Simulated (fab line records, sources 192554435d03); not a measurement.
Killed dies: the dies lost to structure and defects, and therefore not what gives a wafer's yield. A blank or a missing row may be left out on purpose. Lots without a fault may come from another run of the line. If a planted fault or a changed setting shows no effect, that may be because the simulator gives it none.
Chamber matching -- flow n5 finfet -- N5_BEOL_M12_DESCUM_33 on rie diel-03 has 4 sister chambers
The step chemistry O2, time 7.9 s. 14 wafers are shown with their chamber, then 7 later ones without.

== EACH WAFER AND ITS CHAMBER ==
wafer,chamber,showerhead plenum p Torr (Torr),drypump motor current A (A),throttle valve pct (%)
L941.2,2,2.04,5.4,20.1
L941.4,1,2.12,5.5,20.6
L941.5,0,2.11,6.1,21.0
L942.1,0,2.11,6.1,21.0
L942.3,2,2.04,5.3,20.1
L942.5,2,2.04,5.4,20.1
L943.1,1,2.12,5.5,20.6
L943.2,2,2.04,5.4,20.1
L943.6,3,2.00,6.3,19.9
L949.2,3,2.00,6.3,19.9
L949.5,3,2.00,6.3,20.0
L949.6,0,2.11,6.1,21.1
L951.1,1,2.11,5.5,20.6
L951.3,2,2.04,5.4,20.1

SIGNATURES (means of the wafers above)
reading,chamber 0,chamber 1,chamber 2,chamber 3,scatter within a chamber
showerhead plenum p Torr,2.1100,2.1167,2.0400,2.0000,0.00258
drypump motor current A,6.100,5.500,5.380,6.300,0.0283
throttle valve pct,21.033,20.600,20.100,19.933,0.0365
Rule: for a wafer and a chamber, the distance is found by dividing, reading by reading, the gap between the wafer's reading and the chamber's mean by the reading's scatter, squaring, summing and taking the root. The wafer belongs to the nearest chamber; if the next one is less than 2 further off, it can't be placed. The scatter: take each reading less its chamber's mean, square it, sum over the shown wafers, divide by the number of wafers less the number of chambers, and take the root.

== WAFERS WITHOUT THEIR CHAMBER ==
wafer,showerhead plenum p Torr (Torr),drypump motor current A (A),throttle valve pct (%)
L951.6,2.11,6.1,21.1
L953.4,2.10,6.1,21.1
L953.5,2.10,6.1,21.1
L953.6,2.00,6.3,20.0
L960.1,2.11,5.5,20.7
L960.4,1.99,6.3,20.0
L960.5,2.03,5.4,20.1

== WHICH CHAMBER EACH WENT THROUGH ==
wafer,from the rows above,in truth
L951.6,0,0
L953.4,0,0
L953.5,0,0
L953.6,3,3
L960.1,1,1
L960.4,3,3
L960.5,2,2
Correct placement for 7 of the 7. Left unplaced by these rows: 0. Number placed wrongly: 0.
